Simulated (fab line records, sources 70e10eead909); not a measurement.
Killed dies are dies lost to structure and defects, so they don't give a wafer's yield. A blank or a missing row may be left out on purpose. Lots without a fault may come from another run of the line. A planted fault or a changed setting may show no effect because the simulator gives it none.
Chamber matching | flow nand_harc | NHARC_THIN_TSV_ETCH_15 on rie_si-06: 4 sister chambers
The step target depth 3000 nm, bosch target overetch cycles 2, bosch etch step 2.8 s. 20 wafers are shown with their chamber, then 10 later ones without.

WAFERS WITH THEIR CHAMBER
wafer  | chamber | drypump_motor_current_A (A) | he_backside_leak_sccm (sccm)
L076.2 | 2       | 5.5                         | 3.0
L076.3 | 3       | 5.4                         | 2.6
L076.5 | 2       | 5.4                         | 2.9
L078.1 | 0       | 5.8                         | 2.4
L078.5 | 0       | 5.9                         | 2.4
L078.6 | 1       | 5.8                         | 2.8
L080.1 | 3       | 5.3                         | 2.7
L080.2 | 0       | 5.8                         | 2.3
L080.3 | 2       | 5.4                         | 2.9
L085.1 | 0       | 5.9                         | 2.4
L085.2 | 2       | 5.4                         | 2.8
L085.6 | 1       | 5.8                         | 2.9
L090.1 | 3       | 5.3                         | 2.5
L090.4 | 1       | 5.8                         | 2.8
L090.6 | 0       | 5.9                         | 2.3
L087.3 | 3       | 5.3                         | 2.6
L087.5 | 1       | 5.8                         | 2.7
L087.6 | 0       | 5.9                         | 2.5
L091.2 | 3       | 5.4                         | 2.6
L091.5 | 3       | 5.3                         | 2.6

SIGNATURES (means of the wafers above)
reading                 | chamber 0 | chamber 1 | chamber 2 | chamber 3 | scatter within a chamber
drypump_motor_current_A | 5.867     | 5.800     | 5.425     | 5.333     | 0.0462
he_backside_leak_sccm   | 2.383     | 2.800     | 2.900     | 2.600     | 0.0743
Rule: a wafer's distance from a chamber is the root of the sum, over the readings, of the square of ((its reading less the chamber's mean) divided by the reading's scatter). The wafer belongs to the nearest chamber; if the next one is less than 2 further off, it can't be placed. The scatter: the root of (the sum of the squares of (reading less its chamber's mean) over the shown wafers, divided by (wafers less chambers)).

WAFERS WITHOUT THEIR CHAMBER
wafer  | drypump_motor_current_A (A) | he_backside_leak_sccm (sccm)
L091.6 | 5.4                         | 2.9
L093.3 | 5.4                         | 2.8
L093.4 | 5.9                         | 2.4
L093.5 | 5.3                         | 2.8
L094.3 | 5.3                         | 2.7
L094.5 | 5.4                         | 2.9
L094.6 | 5.8                         | 2.8
L096.2 | 5.8                         | 2.9
L096.5 | 5.3                         | 2.6
L096.6 | 5.4                         | 2.8

WHICH CHAMBER EACH WENT THROUGH
wafer  | from the rows above     | in truth
L091.6 | 2                       | 2
L093.3 | can't be placed: 2 or 3 | 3
L093.4 | 0                       | 0
L093.5 | can't be placed: 3 or 2 | 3
L094.3 | 3                       | 3
L094.5 | 2                       | 2
L094.6 | 1                       | 1
L096.2 | 1                       | 1
L096.5 | 3                       | 3
L096.6 | can't be placed: 2 or 3 | 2
Placed correctly: 7 of 10. Can't be placed from these rows: 3 (the true chamber is among the candidates in 3). Placed wrongly: 0.
